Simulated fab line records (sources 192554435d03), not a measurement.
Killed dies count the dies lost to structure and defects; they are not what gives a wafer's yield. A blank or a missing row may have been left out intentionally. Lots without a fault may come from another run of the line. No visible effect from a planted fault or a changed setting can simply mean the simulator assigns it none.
fab line records | flow n5Finfet
[record] lots = 24 wafers = 72 lastDay = 18
route steps=1938 shown BEOL_M0@742 BEOL_M1@765
lots that met no fault: taken from a fault-free run of the same line
startH: the number of hours between the record's first day and the start of the first shown wafer of the lot | waitH: hours from the lot's prior step to this one | " same as the row above | L1.1+2: one row covering several wafers at once | - either no value or no given start | * or withheld: withheld | < > ~ a bound
route shown NAME@n: a module of which the file shows steps, and the number in the route of the first | usual: average and standard deviation across the fault-free wafers | same: alike in all rows | chamber/n: place in a boat | sites: each site's reading | _std_site: the values' standard deviation | _edge_site: inner sites' mean taken away from outer sites' mean | radiusMm: how far each site lies from the wafer's centre | mask NAME#n: copy n | behind: tool/chamber where the wafer was last shaped | hold: why the lot was held/for how many hours/how that ended | device: which transistor (n, p or np) failed to switch | end of line: the tests these same wafers got at the end of their route | a step with no rows: only its recipe | killed: dies lost to structure and defects at the first sort, not the wafer's yield | map: the dies of a wafer, with x for killed, . for not killed, _ for no die there
set.NAME: the setting the step ran with; set.NAME@STEP: the setting that earlier step ran with | model.NAME: the simulator's own value behind a step, which no gauge read
steps of the route over a sample of lots; a table a step, a row a wafer
services: from which hour (startH, from the record's first day; less than 0 if before it) a tool's chamber was out of use, for how many hours, and why
[[steps]]
[step N5_BEOL_M0_ANNEAL_119]
[recipe] tempC = 225 timeS = 90 ambient = N2
[usual] wafer_temp_C_max = 225.9/0.4
// columns lot.wafer tool chamber startH waitH wafer_temp_C_max
L074.2 rtpAnneal-02 0 119.07 0.1 225.6
L074.3 " 0 " " 225.8
L074.4 " 0 " " 225.9
L075.2 rtpAnneal-02 0 127.31 0.1 225.6
L075.4 " 0 " " 225.5
L075.5 " 0 " " 225.4
L076.1 rtpAnneal-01 0 131.88 0.1 226.4
L076.3 " 0 " " 226.4
L076.4 " 0 " " 226.4
L077.1 rtpAnneal-01 0 134.69 0.1 226.3
L077.4 " 0 " " 226.2
L077.6 " 0 " " 226.6
L078.1 rtpAnneal-02 0 137.27 0.1 225.9
L078.3 " 0 " " 225.8
L078.6 " 0 " " 225.8
L079.1 rtpAnneal-01 0 146.51 0.1 226.6
L079.3 " 0 " " 226.5
L079.5 " 0 " " 226.9
L080.1 rtpAnneal-02 0 153.37 0.8 225.6
L080.2 " 0 " " 225.5
L080.4 " 0 " " 225.3
L081.1 rtpAnneal-02 0 164.08 0.1 225.4
L081.2 " 0 " " 225.5
L081.3 " 0 " " 225.6
L082.1 rtpAnneal-02 0 169.72 0.1 225.6
L082.2 " 0 " " 226.0
L082.6 " 0 " " 225.3
L083.1 rtpAnneal-02 0 179.26 0.4 225.8
L083.2 " 0 " " 225.6
L083.4 " 0 " " 225.9
L084.1 rtpAnneal-02 0 179.53 0.3 226.0
L084.3 " 0 " " 226.0
L084.6 " 0 " " 225.8
L085.2 rtpAnneal-01 0 190.85 0.1 226.4
L085.3 " 0 " " 226.3
L085.6 " 0 " " 226.1
L086.2 rtpAnneal-02 0 198.31 0.1 225.5
L086.3 " 0 " " 225.4
L086.4 " 0 " " 225.5
L087.2 rtpAnneal-01 0 198.74 0.1 226.4
L087.4 " 0 " " 226.5
L087.6 " 0 " " 226.3
L088.1 rtpAnneal-01 0 204.61 0.1 226.4
L088.2 " 0 " " 225.9
L088.5 " 0 " " 226.4
L089.1 rtpAnneal-02 0 213.24 0.1 226.3
L089.5 " 0 " " 225.7
L089.6 " 0 " " 225.8
L090.1 rtpAnneal-02 0 215.81 0.1 225.4
L090.3 " 0 " " 225.8
L090.5 " 0 " " 225.6
L091.2 rtpAnneal-02 0 218.70 0.1 225.5
L091.3 " 0 " " 225.4
L091.4 " 0 " " 225.5
L092.1 rtpAnneal-01 0 225.94 0.1 226.5
L092.2 " 0 " " 226.3
L092.5 " 0 " " 226.3
L093.2 rtpAnneal-01 0 235.28 0.1 226.4
L093.4 " 0 " " 226.6
L093.6 " 0 " " 226.4
L094.2 rtpAnneal-01 0 238.60 0.1 226.4
L094.5 " 0 " " 226.4
L094.6 " 0 " " 226.3
L095.1 rtpAnneal-01 0 239.28 0.1 226.4
L095.3 " 0 " " 226.5
L095.4 " 0 " " 226.3
L096.1 rtpAnneal-02 0 257.18 0.1 225.7
L096.2 " 0 " " 225.9
L096.3 " 0 " " 225.8
L097.1 rtpAnneal-02 0 261.71 0.1 225.4
L097.4 " 0 " " 225.5
L097.5 " 0 " " 225.8
[step N5_BEOL_M0_INSPECT_127]
[recipe] inspectInstrument = darkfield mode = postDep
[usual] rawDefectCount = 71/23
// columns lot.wafer tool chamber startH waitH rawDefectCount
L074.2 defectInspect-01 - 119.90 0.0 95
L074.3 " - " " 86
L074.4 " - " " 79
L075.2 defectInspect-01 - 128.14 0.0 84
L075.4 " - " " 55
L075.5 " - " " 56
L076.1 defectInspect-02 - 132.79 0.0 54
L076.3 " - " " 74
L076.4 " - " " 83
L077.1 defectInspect-01 - 135.57 0.0 59
L077.4 " - " " 44
L077.6 " - " " 48
L078.1 defectInspect-02 - 138.15 0.0 62
L078.3 " - " " 70
L078.6 " - " " 73
L079.1 defectInspect-01 - 147.40 0.0 78
L079.3 " - " " 58
L079.5 " - " " 51
L080.1 defectInspect-01 - 154.25 0.0 81
L080.2 " - " " 65
L080.4 " - " " 45
L081.1 defectInspect-01 - 164.96 0.0 75
L081.2 " - " " 54
L081.3 " - " " 47
L082.1 defectInspect-02 - 170.64 0.0 67
L082.2 " - " " 153
L082.6 " - " " 81
L083.1 defectInspect-02 - 180.14 0.0 66
L083.2 " - " " 92
L083.4 " - " " 58
L084.1 defectInspect-02 - 180.60 0.2 81
L084.3 " - " " 88
L084.6 " - " " 94
L085.2 defectInspect-01 - 191.69 0.0 90
L085.3 " - " " 93
L085.6 " - " " 79
L086.2 defectInspect-02 - 199.15 0.0 72
L086.3 " - " " 64
L086.4 " - " " 75
L087.2 defectInspect-02 - 199.57 0.0 60
L087.4 " - " " 129
L087.6 " - " " 62
L088.1 defectInspect-01 - 205.48 0.0 73
L088.2 " - " " 62
L088.5 " - " " 84
L089.1 defectInspect-02 - 214.15 0.0 56
L089.5 " - " " 53
L089.6 " - " " 79
L090.1 defectInspect-01 - 216.73 0.0 100
L090.3 " - " " 80
L090.5 " - " " 105
L091.2 defectInspect-02 - 219.59 0.0 55
L091.3 " - " " 59
L091.4 " - " " 54
L092.1 defectInspect-01 - 226.85 0.0 71
L092.2 " - " " 102
L092.5 " - " " 88
L093.2 defectInspect-01 - 236.17 0.0 72
L093.4 " - " " 64
L093.6 " - " " 60
L094.2 defectInspect-02 - 239.45 0.0 68
L094.5 " - " " 34
L094.6 " - " " 33
L095.1 defectInspect-01 - 240.30 0.0 85
L095.3 " - " " 79
L095.4 " - " " 79
L096.1 defectInspect-01 - 258.11 0.0 32
L096.2 " - " " 47
L096.3 " - " " 28
L097.1 defectInspect-01 - 262.64 0.0 79
L097.4 " - " " 70
L097.5 " - " " 61
[step N5_BEOL_M1_OVL_MEAS_12]
[recipe] pointsPerWafer = 522
[usual] M1_OVL = -0.2/0.67
// columns lot.wafer tool chamber startH waitH M1_OVL[nm]
L074.2 overlay-01 0 122.08 0.0 -1.2
L074.3 " 0 " " -0.3
L074.4 " 0 " " -0.8
L075.2 overlay-01 0 129.85 0.0 0.1
L075.4 " 0 " " -0.1
L075.5 " 0 " " -0.7
L076.1 overlay-02 0 134.13 0.0 -0.6
L076.3 " 0 " " 0.1
L076.4 " 0 " " -0.4
L077.1 overlay-01 0 137.00 0.0 0.1
L077.4 " 0 " " 0.6
L077.6 " 0 " " -1.4
L078.1 overlay-01 0 139.32 0.0 1.1
L078.3 " 0 " " 0.3
L078.6 " 0 " " 1.0
L079.1 overlay-01 0 148.66 0.0 -0.2
L079.3 " 0 " " 0.5
L079.5 " 0 " " -0.4
L080.1 overlay-01 0 155.55 0.0 -1.3
L080.2 " 0 " " -1.0
L080.4 " 0 " " -0.4
L081.1 overlay-01 0 167.67 0.0 0.8
L081.2 " 0 " " -0.3
L081.3 " 0 " " 0.1
L082.1 overlay-01 0 171.70 0.0 -0.1
L082.2 " 0 " " -0.6
L082.6 " 0 " " -0.1
L083.1 overlay-01 0 182.41 0.0 -1.1
L083.2 " 0 " " -1.1
L083.4 " 0 " " 0.2
L084.1 overlay-01 0 184.95 0.0 0.3
L084.3 " 0 " " 0.6
L084.6 " 0 " " 0.6
L085.2 overlay-02 0 192.76 0.0 -0.3
L085.3 " 0 " " -0.3
L085.6 " 0 " " 0.4
L086.2 overlay-01 0 200.77 0.0 0.4
L086.3 " 0 " " -0.5
L086.4 " 0 " " -1.1
L087.2 overlay-01 0 202.42 0.0 -0.9
L087.4 " 0 " " 0.0
L087.6 " 0 " " 0.2
L088.1 overlay-02 0 208.09 0.0 -0.4
L088.2 " 0 " " 0.9
L088.5 " 0 " " -0.3
L089.1 overlay-01 0 214.98 0.0 -1.1
L089.5 " 0 " " -0.8
L089.6 " 0 " " 0.7
L090.1 overlay-01 0 218.66 0.0 -0.8
L090.3 " 0 " " -1.8
L090.5 " 0 " " -1.3
L091.2 overlay-02 0 221.83 0.0 0.1
L091.3 " 0 " " -0.2
L091.4 " 0 " " -0.6
L092.1 overlay-01 0 229.17 0.0 0.4
L092.2 " 0 " " -0.3
L092.5 " 0 " " 0.2
L093.2 overlay-02 0 237.35 0.0 0.1
L093.4 " 0 " " 0.6
L093.6 " 0 " " -0.5
L094.2 overlay-02 0 240.41 0.0 -0.8
L094.5 " 0 " " -0.6
L094.6 " 0 " " 0.4
L095.1 overlay-01 0 243.89 0.0 0.0
L095.3 " 0 " " 0.8
L095.4 " 0 " " 0.2
L096.1 overlay-02 0 259.07 0.0 -0.8
L096.2 " 0 " " -0.4
L096.3 " 0 " " -1.0
L097.1 overlay-01 0 264.07 0.0 0.0
L097.4 " 0 " " -0.4
L097.5 " 0 " " -1.0
[step N5_BEOL_M1_ETCH_74]
[recipe] chemistry = N2/H2 target = underlayer targetDepthA = 65 maskMaterial = CAR-EUV timeS = 5.2 ionEnergyEv = 200 pressureMtorr = 30 sourceW = 840 biasW = 150 n2FlowSccm = 200 h2FlowSccm = 200 ends = cleared
[usual] biasW = 150.0/0.45 drypumpMotorCurrentA = 5.6/0.51 etchRfOnTimeS = 5.20/0.12 h2FlowSccm = 200.0/0.59 oesProductAu = 0.66/0.072 rfVppV = 525.3/2.8 showerheadPlenumPTorr = 2.60/0.1 throttleValvePct = 18.0/0.32
// columns lot.wafer tool chamber startH waitH biasW drypumpMotorCurrentA etchRfOnTimeS h2FlowSccm oesProductAu rfHoursCounterH rfVppV showerheadPlenumPTorr throttleValvePct
L074.2 rieDiel-06 1 122.20 0.0 150.3 6.6 5.24 199.3 0.77 20 531.1 2.71 17.5
L074.3 " 2 " " 149.7 5.9 5.14 199.9 0.58 226 524.5 2.51 18.2
L074.4 " 0 " " 149.5 5.1 5.11 199.9 0.65 136 521.8 2.43 17.7
L075.2 rieDiel-05 2 129.97 0.0 150.5 5.0 5.29 199.9 0.63 174 526.8 2.66 18.5
L075.4 " 3 " " 150.1 5.6 5.30 200.0 0.66 148 527.1 2.67 17.7
L075.5 " 1 " " 150.0 5.7 5.25 199.5 0.76 - 523.4 2.59 17.9
L076.1 rieDiel-05 1 134.28 0.0 149.5 5.7 5.22 199.8 0.77 33 524.9 2.59 17.9
L076.3 " 3 " " 150.3 5.6 5.24 199.5 0.64 150 526.2 2.67 17.7
L076.4 " 2 " " 149.3 5.0 5.26 199.1 0.62 176 528.1 2.66 18.5
L077.1 rieDiel-06 2 137.12 0.0 150.1 5.9 5.15 200.2 0.58 230 523.4 2.51 18.2
L077.4 " 0 " " 149.9 5.1 5.11 200.0 0.65 141 520.5 2.43 17.7
L077.6 " 3 " " 150.0 6.5 5.37 199.7 0.64 - 525.4 2.65 17.7
L078.1 rieDiel-02 1 139.44 0.0 149.6 5.6 5.22 201.4 0.59 239 520.4 2.41 18.6
L078.3 " 3 " " 150.2 5.5 5.26 200.6 0.63 139 528.8 2.65 18.0
L078.6 " 3 " " 150.1 5.5 5.27 199.1 0.64 - 528.1 2.65 18.0
L079.1 rieDiel-06 3 148.79 0.0 149.5 6.5 5.35 199.5 0.62 149 527.1 2.65 17.8
L079.3 " 1 " " 150.2 6.6 5.31 200.4 0.74 28 530.6 2.71 17.5
L079.5 " 2 " " 149.9 5.9 5.17 199.6 0.58 - 521.5 2.51 18.2
L080.1 rieDiel-05 0 155.84 0.0 151.1 6.2 4.91 200.2 0.64 216 523.6 2.41 18.1
L080.2 " 3 " " 150.6 5.6 5.24 200.8 0.63 159 525.7 2.66 17.8
L080.4 " 2 " " 150.0 5.0 5.21 200.6 0.63 185 526.8 2.65 18.5
L081.1 rieDiel-05 1 167.86 0.0 150.0 5.7 5.23 199.5 0.74 46 524.1 2.58 17.9
L081.2 " 2 " " 150.3 5.0 5.23 200.6 0.61 189 523.7 2.65 18.5
L081.3 " 3 " " 149.3 5.6 5.29 199.4 0.63 163 527.2 2.66 17.8
L082.1 rieDiel-02 2 171.87 0.0 149.0 5.0 5.31 199.8 0.81 2 529.5 2.71 17.4
L082.2 " 0 " " 151.0 5.2 5.35 199.5 0.62 153 526.3 2.63 18.1
L082.6 " 3 " " 149.6 5.5 5.31 200.3 0.63 - 526.0 2.65 18.0
L083.1 rieDiel-05 0 182.54 0.0 149.4 6.2 4.95 200.7 0.64 221 521.6 2.41 18.1
L083.2 " 2 " " 150.1 5.0 5.25 199.8 0.62 193 528.7 2.65 18.5
L083.4 " 3 " " 150.1 5.6 5.27 200.2 0.62 166 526.0 2.66 17.8
L084.1 rieDiel-05 1 185.07 0.0 149.7 5.7 5.20 200.1 0.73 51 526.4 2.58 17.9
L084.3 " 2 " " 150.1 5.0 5.21 199.6 0.61 194 527.0 2.65 18.5
L084.6 " 1 " " 149.6 5.7 5.15 199.7 0.73 - 524.0 2.58 17.9
L085.2 rieDiel-05 1 192.88 0.0 150.2 5.7 5.20 200.0 0.73 53 523.9 2.58 17.9
L085.3 " 0 " " 149.5 6.2 4.97 200.4 0.63 223 519.6 2.41 18.1
L085.6 " 3 " " 150.2 5.6 5.33 200.8 0.62 - 527.5 2.66 17.8
L086.2 rieDiel-02 2 200.89 0.0 149.4 5.0 5.26 200.1 0.80 11 529.9 2.71 17.4
L086.3 " 0 " " 150.1 5.2 5.23 199.7 0.62 162 527.9 2.63 18.1
L086.4 " 1 " " 149.9 5.6 5.02 201.4 0.86 4 528.3 2.72 18.2
L087.2 rieDiel-06 1 202.54 0.0 150.9 6.6 5.35 199.8 0.74 43 528.9 2.70 17.6
L087.4 " 3 " " 149.9 6.5 5.40 198.4 0.63 161 524.8 2.64 17.8
L087.6 " 1 " " 150.7 6.6 5.32 199.3 0.74 - 527.7 2.70 17.5
L088.1 rieDiel-06 0 208.22 0.0 150.5 5.1 5.24 200.4 0.62 163 523.4 2.42 17.8
L088.2 " 3 " " 150.7 6.5 5.44 200.4 0.62 163 523.8 2.64 17.8
L088.5 " 3 " " 150.9 6.5 5.46 200.9 0.62 - 528.1 2.64 17.8
L089.1 rieDiel-02 1 215.10 0.0 149.9 5.7 5.02 199.2 0.83 10 528.5 2.72 18.2
L089.5 " 1 " " 149.9 5.7 5.01 200.8 0.83 - 528.6 2.72 18.2
L089.6 " 3 " " 149.9 5.5 5.17 200.0 0.63 - 526.4 2.64 18.1
L090.1 rieDiel-02 1 218.79 0.0 149.9 5.7 5.05 199.9 0.84 11 530.7 2.72 18.2
L090.3 " 3 " " 150.9 5.5 5.24 199.7 0.62 163 525.2 2.64 18.1
L090.5 " 3 " " 150.0 5.5 5.29 198.5 0.62 - 526.8 2.64 18.1
L091.2 rieDiel-05 1 222.33 0.0 150.6 5.7 5.20 200.0 0.71 61 525.3 2.58 17.9
L091.3 " 0 " " 150.7 6.2 4.98 199.1 0.62 231 520.0 2.40 18.1
L091.4 " 3 " " 150.4 5.6 5.25 199.9 0.62 177 525.1 2.65 17.8
L092.1 rieDiel-06 0 229.30 0.0 151.4 5.1 5.08 200.3 0.62 170 520.5 2.42 17.8
L092.2 " 1 " " 150.0 6.6 5.21 200.3 0.71 53 525.8 2.70 17.6
L092.5 " 3 " " 149.1 6.5 5.33 200.2 0.61 - 524.9 2.64 17.8
L093.2 rieDiel-02 1 237.59 0.0 150.5 5.7 5.04 199.2 0.80 17 528.3 2.72 18.3
L093.4 " 0 " " 149.9 5.2 5.28 199.8 0.62 174 527.6 2.63 18.1
L093.6 " 0 " " 150.5 5.2 5.30 199.6 0.61 - 527.1 2.62 18.1
L094.2 rieDiel-05 1 240.53 0.0 149.5 5.7 5.23 200.4 0.71 66 525.0 2.57 17.9
L094.5 " 2 " " 149.7 5.0 5.19 200.3 0.61 - 525.4 2.64 18.6
L094.6 " 1 " " 150.0 5.7 5.20 201.2 0.71 - 526.5 2.57 17.9
L095.1 rieDiel-05 3 244.02 0.0 150.8 5.6 5.28 199.8 0.61 184 527.0 2.65 17.8
L095.3 " 1 " " 149.3 5.7 5.16 199.3 0.70 67 523.1 2.57 17.9
L095.4 " 0 " " 150.2 6.2 4.96 201.0 0.62 237 516.0 2.40 18.2
L096.1 rieDiel-05 1 259.19 0.0 150.3 5.7 5.22 200.7 0.71 70 522.0 2.57 17.9
L096.2 " 3 " " 149.8 5.6 5.25 200.6 0.61 187 524.9 2.65 17.8
L096.3 " 2 " " 149.7 5.0 5.21 199.2 0.61 214 525.3 2.64 18.6
L097.1 rieDiel-06 3 264.19 0.0 149.6 6.5 5.42 199.8 0.61 181 527.4 2.63 17.8
L097.4 " 2 " " 149.7 5.9 4.99 199.9 0.79 12 523.2 2.49 17.8
L097.5 " 1 " " 150.6 6.6 5.30 198.7 0.70 - 527.7 2.69 17.6
[step N5_BEOL_M1_PRE_CLEAN_45]
[recipe] gas = H2/He timeS = 30 tempC = 250
[usual] heaterPowerW = 342/34
// columns lot.wafer tool chamber startH waitH heaterPowerW
L074.2 pvdSputter-01 - 126.23 0.0 376
L074.3 " - " " 295
L074.4 " - " " 285
L075.2 pvdSputter-02 - 132.06 0.0 308
L075.4 " - " " 333
L075.5 " - " " 308
L076.1 pvdSputter-02 - 138.99 0.0 316
L076.3 " - " " 362
L076.4 " - " " 343
L077.1 pvdSputter-03 - 140.94 0.0 335
L077.4 " - " " 384
L077.6 " - " " 352
L078.1 pvdSputter-02 - 144.51 0.0 305
L078.3 " - " " 343
L078.6 " - " " 332
L079.1 pvdSputter-02 - 152.73 0.0 317
L079.3 " - " " 339
L079.5 " - " " 312
L080.1 pvdSputter-01 - 159.16 0.0 366
L080.2 " - " " 299
L080.4 " - " " 334
L081.1 pvdSputter-02 - 170.96 0.0 312
L081.2 " - " " 355
L081.3 " - " " 307
L082.1 pvdSputter-01 - 174.67 0.0 339
L082.2 " - " " 309
L082.6 " - " " 290
L083.1 pvdSputter-03 - 199.88 0.0 320
L083.2 " - " " 347
L083.4 " - " " 404
L084.1 pvdSputter-02 - 204.73 0.0 361
L084.3 " - " " 334
L084.6 " - " " 361
L085.2 pvdSputter-02 - 204.81 0.0 309
L085.3 " - " " 330
L085.6 " - " " 339
L086.2 pvdSputter-03 - 207.98 0.0 351
L086.3 " - " " 384
L086.4 " - " " 397
L088.1 pvdSputter-03 - 211.03 0.0 412
L088.2 " - " " 357
L088.5 " - " " 413
L087.2 pvdSputter-01 - 212.64 0.0 332
L087.4 " - " " 295
L087.6 " - " " 368
L089.1 pvdSputter-03 - 218.70 0.0 346
L089.5 " - " " 381
L089.6 " - " " 325
L090.1 pvdSputter-03 - 221.61 0.0 340
L090.3 " - " " 394
L090.5 " - " " 396
L091.2 pvdSputter-03 - 224.91 0.0 411
L091.3 " - " " 321
L091.4 " - " " 385
L092.1 pvdSputter-02 - 232.30 0.0 366
L092.2 " - " " 340
L092.5 " - " " 361
L094.2 pvdSputter-01 - 244.00 0.0 363
L094.5 " - " " 328
L094.6 " - " " 297
L093.2 pvdSputter-02 - 244.01 0.0 331
L093.4 " - " " 316
L093.6 " - " " 364
L095.1 pvdSputter-01 - 264.11 0.0 298
L095.3 " - " " 303
L095.4 " - " " 372
L096.1 pvdSputter-03 - 268.88 0.0 334
L096.2 " - " " 356
L096.3 " - " " 410
L097.1 pvdSputter-01 - 269.36 0.0 293
L097.4 " - " " 335
L097.5 " - " " 362
[step N5_BEOL_M1_ALD_84]
[recipe] material = TaN targetThkA = * tempC = 275 aldPrecursorFamily = PDMAT aldCoReactant = NH3 pressureTorr = 3 carrierFlowSccm = 1500 pulseTimeS = 2 purgeTimeS = 3 coReactantPurgeTimeS = 2 coReactantPulseTimeS = 3 aldCycles = 30 precursorVesselTempC = 75 precursorVesselPressureTorr = 26.25 precursorVesselCarrierSccm = 1000
[usual] heaterPowerW = 419/45
// columns lot.wafer tool chamber startH waitH heaterPowerW
L074.2 aldMetal-02 0 126.35 0.1 363
L074.3 " 1 " " 418
L074.4 " 0 " " 363
L075.2 aldMetal-03 3 132.12 0.0 460
L075.4 " 0 " " 435
L075.5 " 0 " " 430
L076.1 aldMetal-01 0 139.28 0.3 409
L076.3 " 3 " " 451
L076.4 " 2 " " 481
L077.1 aldMetal-02 2 141.00 0.0 414
L077.4 " 3 " " 480
L077.6 " 1 " " 405
L078.1 aldMetal-02 1 144.59 0.1 420
L078.3 " 2 " " 418
L078.6 " 2 " " 419
L079.1 aldMetal-02 3 152.81 0.1 495
L079.3 " 0 " " 365
L079.5 " 2 " " 414
L080.1 aldMetal-01 2 159.28 0.1 468
L080.2 " 0 " " 403
L080.4 " 1 " " 358
L081.1 aldMetal-03 1 171.02 0.0 360
L081.2 " 0 " " 413
L081.3 " 3 " " 479
L082.1 aldMetal-02 2 174.73 0.0 419
L082.2 " 1 " " 411
L082.6 " 2 " " 423
L083.1 aldMetal-03 0 199.94 0.0 430
L083.2 " 1 " " 351
L083.4 " 3 " " 480
L084.1 aldMetal-02 3 204.79 0.0 491
L084.3 " 2 " " 414
L084.6 " 3 " " 480
L085.2 aldMetal-01 1 204.91 0.1 356
L085.3 " 3 " " 452
L085.6 " 3 " " 459
L086.2 aldMetal-01 1 208.09 0.1 349
L086.3 " 0 " " 414
L086.4 " 3 " " 461
L088.1 aldMetal-02 2 211.09 0.0 418
L088.2 " 1 " " 416
L088.5 " 2 " " 423
L087.2 aldMetal-03 0 212.75 0.1 419
L087.4 " 1 " " 366
L087.6 " 3 " " 480
L089.1 aldMetal-02 1 218.78 0.1 405
L089.5 " 1 " " 410
L089.6 " 0 " " 364
L090.1 aldMetal-03 3 221.72 0.1 473
L090.3 " 0 " " 433
L090.5 " 1 " " 355
L091.2 aldMetal-01 1 224.98 0.0 347
L091.3 " 3 " " 447
L091.4 " 0 " " 407
L092.1 aldMetal-01 1 232.42 0.1 349
L092.2 " 2 " " 466
L092.5 " 2 " " 461
L093.2 aldMetal-01 1 244.08 0.0 344
L093.4 " 2 " " 463
L093.6 " 0 " " 410
L094.2 aldMetal-02 2 244.08 0.1 427
L094.5 " 0 " " 351
L094.6 " 3 " " 484
L095.1 aldMetal-02 1 264.17 0.0 400
L095.3 " 0 " " 359
L095.4 " 3 " " 494
L096.1 aldMetal-01 1 268.94 0.0 351
L096.2 " 2 " " 461
L096.3 " 3 " " 455
L097.1 aldMetal-03 2 269.42 0.0 431
L097.4 " 0 " " 424
L097.5 " 0 " " 426
[[services]]
// columns tool chamber startH hours kind
pvdSputter-02 - 96.25 1.8 repair
pvdSputter-03 - 101.23 1.1 repair
rieDiel-02 2 106.52 6.9 repair
rieDiel-02 1 113.58 17.4 repair
rieDiel-05 1 115.02 3.4 repair
rieDiel-02 2 118.32 7.8 repair
rieDiel-02 2 131.09 - clean
rieDiel-02 3 144.57 4.2 repair
aldMetal-02 - 154.11 1.4 repair
rieDiel-02 - 154.97 0.8 repair
rieDiel-05 0 160.21 8.9 repair
aldMetal-02 - 182.34 0.3 repair
rieDiel-06 2 207.73 - clean
rieDiel-06 2 207.73 - consumableReplace:focusRing
rieDiel-06 2 207.73 13.7 scheduledDown
rieDiel-06 2 207.73 13.7 ventCycle
rieDiel-02 2 209.65 5.9 repair
rieDiel-06 - 213.63 0.3 repair
aldMetal-02 - 220.53 14.6 pm
aldMetal-03 - 234.39 8.7 pm
aldMetal-02 1 241.83 1.8 repair
aldMetal-03 3 243.38 8.7 repair
aldMetal-01 0 252.53 34.1 repair
aldMetal-01 - 257.65 6.0 pm
[[key]]
fault none
